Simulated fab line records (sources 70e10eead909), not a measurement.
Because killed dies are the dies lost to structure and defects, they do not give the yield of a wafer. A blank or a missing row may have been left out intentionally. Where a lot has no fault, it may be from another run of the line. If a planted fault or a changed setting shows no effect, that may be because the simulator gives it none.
Comparing a struck lot with a sound one / flow nand harc / 14 out of 1302 route steps
Sound: wafers L666.1, L666.3, L666.5. Struck: wafer L669.2. (L669.1, L669.4 of the same lot were not struck and are left out.) The cause comes at the end.
Order at every step that has rows: each side's tool, ch and its chambers, its first start. Under that, the readings that differ: sound wafers / struck wafers / difference of the means / sigmas: that difference in standard deviations of wafers without a fault.
alike: same words and numbers on both sides, and readings whose means sit less than 2 such deviations apart. not compared: any withheld reading, any reading some wafer has no value for, any bound like >300 that may hide the same value, and any number with overlapping values for which the record gives no deviation.
The two part at a step that has a row with sigmas, a row that says differs or no value, or rows on one side only. When numbers do not overlap yet have no deviation, they are printed without sigmas and do not part them. A reading that every wafer of one side lacks parts them only if that side has two wafers or more.

first, 6 steps without rows for these wafers: NHARC_A_CHANNEL_HOLE_D1_COAT_04 (resist thk 90 nm); NHARC_A_CHANNEL_HOLE_D1_SOFTBAKE_05 (time 55 s); NHARC_A_CHANNEL_HOLE_D1_EBR_06; NHARC_A_CHANNEL_HOLE_D1_EXPOSE_07 (exposes mask HOLE D1, target cd 100 nm); NHARC_A_CHANNEL_HOLE_D1_PEB_08 (peb time 65 s); NHARC_A_CHANNEL_HOLE_D1_DEVELOP_09 (develop time 35 s).
NHARC_A_CHANNEL_HOLE_D1_CD_MEAS_10: target cd 100 nm.
  sound on cd sem-03 ch 0, day 12 09:49; struck on cd sem-01 ch 0, day 13 07:58
  alike: cd nm
NHARC_A_CHANNEL_HOLE_D1_OVL_MEAS_11:
  sound on overlay-01, day 12 09:54; struck on overlay-01, day 13 08:04
  alike: overlay x nm, overlay y nm
NHARC_A_CHANNEL_HOLE_D1_INSPECT_12:
  sound on defect inspect-01, day 12 09:56; struck on defect inspect-02, day 13 08:05
  alike: raw defect count
NHARC_A_CHANNEL_HOLE_D1_DESCUM_15: chemistry O2, time 3 s.
  sound on rie diel-09 ch 0,2, day 12 10:01; struck on rie diel-09 ch 1, day 13 08:09
  alike: drypump motor current A, oes product au, rf vpp V, showerhead plenum p Torr, throttle valve pct
  not compared: rf hours counter h
NHARC_A_CHANNEL_HOLE_D1_ETCH_38: etches the open film in CF4, target depth 39 nm, time 65 s.
  sound on rie diel-09 ch 0,3, day 12 10:07; struck on rie diel-09 ch 1, day 13 08:14
  alike: drypump motor current A, oes product au, rf vpp V, showerhead plenum p Torr, throttle valve pct
  not compared: rf hours counter h
NHARC_A_CHANNEL_HOLE_D1_ETCH_39: etches the open film in N2/H2, target depth 260 nm, time 325 s.
  sound: rie diel-09 ch 0,2,3; struck: rie diel-09 ch 2
  alike: drypump motor current A, oes product au, rf vpp V, showerhead plenum p Torr, throttle valve pct
  not compared: rf hours counter h
NHARC_A_CHANNEL_HOLE_D1_ETCH_34: etches the open film in CF4/CHF3, target depth 154 nm, time 77 s.
  sound on rie diel-09 ch 0,3, day 12 10:57; struck on rie diel-09 ch 0, day 13 08:35
reading=oes product au (a.u.); sound=0.900 0.921 0.923; struck=0.824; difference=-0.091; sigmas=-4
  alike: drypump motor current A, rf vpp V, showerhead plenum p Torr, throttle valve pct
  not compared: rf hours counter h
NHARC_A_CHANNEL_HOLE_D1_ETCH_16: etches the open film in O2/COS, target depth 3100 nm, time 806 s.
  sound: rie diel-09 ch 0,2; struck: rie diel-09 ch 2
  alike: drypump motor current A, oes product au, rf vpp V, showerhead plenum p Torr, throttle valve pct
  not compared: rf hours counter h

## WHERE THEY PART
At NHARC_A_CHANNEL_HOLE_D1_ETCH_34 and nowhere else, as far as this record goes. Later steps at which nothing parts them and some readings are alike: NHARC_A_CHANNEL_HOLE_D1_ETCH_16.

WHY: what the simulator had put in
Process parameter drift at NHARC_A_CHANNEL_HOLE_D1_ETCH_34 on rie diel-09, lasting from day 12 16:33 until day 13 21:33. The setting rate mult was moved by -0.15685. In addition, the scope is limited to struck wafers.
